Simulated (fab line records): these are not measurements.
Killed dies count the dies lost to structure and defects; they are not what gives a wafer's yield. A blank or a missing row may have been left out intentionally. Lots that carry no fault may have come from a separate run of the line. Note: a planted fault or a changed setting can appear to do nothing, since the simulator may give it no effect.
Matching of chambers / flow n5 finfet / rie diel-04 running N5_BEOL_M3_ETCH_64: 4 sister chambers
The step etches SOC in N2/H2, target depth 75 nm, overetch 15 nm, time 112.5 s. 18 wafers are shown with their chamber, then 9 later ones without.

== WAFERS PAIRED WITH THEIR CHAMBERS ==
wafer=L077.2; chamber=3; showerhead plenum p Torr (Torr)=2.40; drypump motor current A (A)=5.9; throttle valve pct (%)=18.10
wafer=L077.3; chamber=0; showerhead plenum p Torr (Torr)=2.49; drypump motor current A (A)=5.4; throttle valve pct (%)=17.54
wafer=L077.5; chamber=2; showerhead plenum p Torr (Torr)=2.72; drypump motor current A (A)=4.7; throttle valve pct (%)=17.68
wafer=L079.2; chamber=3; showerhead plenum p Torr (Torr)=2.40; drypump motor current A (A)=5.9; throttle valve pct (%)=18.09
wafer=L079.4; chamber=2; showerhead plenum p Torr (Torr)=2.72; drypump motor current A (A)=4.8; throttle valve pct (%)=17.67
wafer=L079.6; chamber=3; showerhead plenum p Torr (Torr)=2.40; drypump motor current A (A)=5.9; throttle valve pct (%)=18.10
wafer=L082.1; chamber=0; showerhead plenum p Torr (Torr)=2.49; drypump motor current A (A)=5.4; throttle valve pct (%)=17.56
wafer=L082.2; chamber=2; showerhead plenum p Torr (Torr)=2.72; drypump motor current A (A)=4.7; throttle valve pct (%)=17.67
wafer=L082.5; chamber=2; showerhead plenum p Torr (Torr)=2.72; drypump motor current A (A)=4.7; throttle valve pct (%)=17.69
wafer=L083.2; chamber=0; showerhead plenum p Torr (Torr)=2.49; drypump motor current A (A)=5.4; throttle valve pct (%)=17.55
wafer=L083.3; chamber=3; showerhead plenum p Torr (Torr)=2.40; drypump motor current A (A)=5.9; throttle valve pct (%)=18.10
wafer=L083.4; chamber=0; showerhead plenum p Torr (Torr)=2.49; drypump motor current A (A)=5.4; throttle valve pct (%)=17.56
wafer=L084.1; chamber=3; showerhead plenum p Torr (Torr)=2.40; drypump motor current A (A)=5.9; throttle valve pct (%)=18.09
wafer=L084.2; chamber=2; showerhead plenum p Torr (Torr)=2.72; drypump motor current A (A)=4.7; throttle valve pct (%)=17.67
wafer=L084.3; chamber=0; showerhead plenum p Torr (Torr)=2.49; drypump motor current A (A)=5.4; throttle valve pct (%)=17.56
wafer=L086.1; chamber=1; showerhead plenum p Torr (Torr)=2.61; drypump motor current A (A)=5.1; throttle valve pct (%)=17.47
wafer=L086.2; chamber=2; showerhead plenum p Torr (Torr)=2.71; drypump motor current A (A)=4.7; throttle valve pct (%)=17.72
wafer=L086.4; chamber=0; showerhead plenum p Torr (Torr)=2.48; drypump motor current A (A)=5.4; throttle valve pct (%)=17.59

SIGNATURES (means of the wafers above)
reading=showerhead plenum p Torr; chamber 0=2.4883; chamber 1=2.6100; chamber 2=2.7183; chamber 3=2.4000; scatter within a chamber=0.00345
reading=drypump motor current A; chamber 0=5.400; chamber 1=5.100; chamber 2=4.717; chamber 3=5.900; scatter within a chamber=0.0244
reading=throttle valve pct; chamber 0=17.5600; chamber 1=17.4700; chamber 2=17.6833; chamber 3=18.0960; scatter within a chamber=0.0157
Rule: a wafer lies at a distance from a chamber equal to the root of the sum of squares, over the readings, of (its reading less the chamber's mean, divided by the reading's scatter). If the next closest chamber is less than 2 further off than the closest, the wafer can't be placed; otherwise it belongs to the closest. The scatter: the root of (the sum of the squares of (reading less its chamber's mean) over the shown wafers, divided by (wafers less chambers)).

== WAFERS WITHOUT THEIR CHAMBER ==
wafer=L087.1; showerhead plenum p Torr (Torr)=2.48; drypump motor current A (A)=5.4; throttle valve pct (%)=17.57
wafer=L087.5; showerhead plenum p Torr (Torr)=2.40; drypump motor current A (A)=5.9; throttle valve pct (%)=18.12
wafer=L087.6; showerhead plenum p Torr (Torr)=2.48; drypump motor current A (A)=5.4; throttle valve pct (%)=17.56
wafer=L089.2; showerhead plenum p Torr (Torr)=2.48; drypump motor current A (A)=5.4; throttle valve pct (%)=17.59
wafer=L089.5; showerhead plenum p Torr (Torr)=2.39; drypump motor current A (A)=5.9; throttle valve pct (%)=18.13
wafer=L089.6; showerhead plenum p Torr (Torr)=2.48; drypump motor current A (A)=5.4; throttle valve pct (%)=17.58
wafer=L095.1; showerhead plenum p Torr (Torr)=2.60; drypump motor current A (A)=5.1; throttle valve pct (%)=17.51
wafer=L095.2; showerhead plenum p Torr (Torr)=2.48; drypump motor current A (A)=5.4; throttle valve pct (%)=17.61
wafer=L095.6; showerhead plenum p Torr (Torr)=2.48; drypump motor current A (A)=5.4; throttle valve pct (%)=17.58

== EACH ONE'S CHAMBER ==
wafer=L087.1; from the rows above=0; in truth=0
wafer=L087.5; from the rows above=3; in truth=3
wafer=L087.6; from the rows above=0; in truth=0
wafer=L089.2; from the rows above=0; in truth=0
wafer=L089.5; from the rows above=3; in truth=3
wafer=L089.6; from the rows above=0; in truth=0
wafer=L095.1; from the rows above=1; in truth=1
wafer=L095.2; from the rows above=0; in truth=0
wafer=L095.6; from the rows above=0; in truth=0
Correctly placed: 9 of 9. Not placeable from these rows: 0. 0 placed wrongly.
